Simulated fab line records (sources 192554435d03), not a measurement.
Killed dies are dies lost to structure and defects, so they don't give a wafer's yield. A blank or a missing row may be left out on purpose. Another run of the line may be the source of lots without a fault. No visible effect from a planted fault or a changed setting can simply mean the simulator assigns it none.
One fault seen from 2 desks | flow n5-finfet | each desk has only its own numbers; what lay behind them comes last

AT THE METROLOGY DESK
Means of the sampled wafers that have a number, per lot and without regard to the tool the lot ran on: this is what the gauges read. A lot is out of limits, marked OUT, if its mean lies more than 4 standard deviations from the usual mean; the brackets give that distance.
Columns: A = cd-nm at N5_PASSIVATION_CD_MEAS_30, usual 3999.7 nm
lot  | first seen here | A
L592 | day 12 01:05    | 4000.5
L593 | day 12 03:44    | 4000.2
L594 | day 12 06:39    | 3997.2
L595 | day 12 23:56    | 3999.9
L598 | day 13 10:19    | 3999.2
L597 | day 13 16:13    | 4002.6
L600 | day 14 18:01    | 4001.0
L605 | day 15 12:22    | 3999.9
L606 | day 15 17:16    | 3997.6
L612 | day 17 15:37    | 3999.6
L614 | day 18 08:35    | 4001.5
Finding of this desk: none of the 11 lots has anything out of limits.

DESK OF THE TOOL OWNER: pvd-sputter-01
The tool's own readings at N5_BEOL_M2_SPUTTER_86 (material Cu, target thk 4.5 nm, time 8.29 s): means of the sampled wafers that have a number, for each lot that ran on this tool. A lot is out of limits, marked OUT, if its mean lies more than 4 standard deviations from the usual mean; the brackets give that distance.
Columns: A = chuck-sensor-temp-C at N5_BEOL_M2_SPUTTER_86, usual -16.0 C; B = throttle-valve-pct at N5_BEOL_M2_SPUTTER_86, usual 30.2 %
lot  | first seen here | A     | B
L592 | day 6 19:52     | -16.1 | 30.2
L594 | day 7 11:54     | -16.3 | 29.8
L595 | day 7 16:44     | -16.2 | 29.9
L597 | day 8 09:29     | -15.7 | 30.4
L605 | day 9 21:20     | -16.2 | 29.8
L606 | day 10 10:30    | -15.8 | 29.8
Finding of this desk: none of the 6 lots has anything out of limits.

BROUGHT TOGETHER
The metrology desk saw nothing out of limits.
Nothing out of limits was seen by the tool owner's desk.

WHAT THE SIMULATOR HAD INSERTED
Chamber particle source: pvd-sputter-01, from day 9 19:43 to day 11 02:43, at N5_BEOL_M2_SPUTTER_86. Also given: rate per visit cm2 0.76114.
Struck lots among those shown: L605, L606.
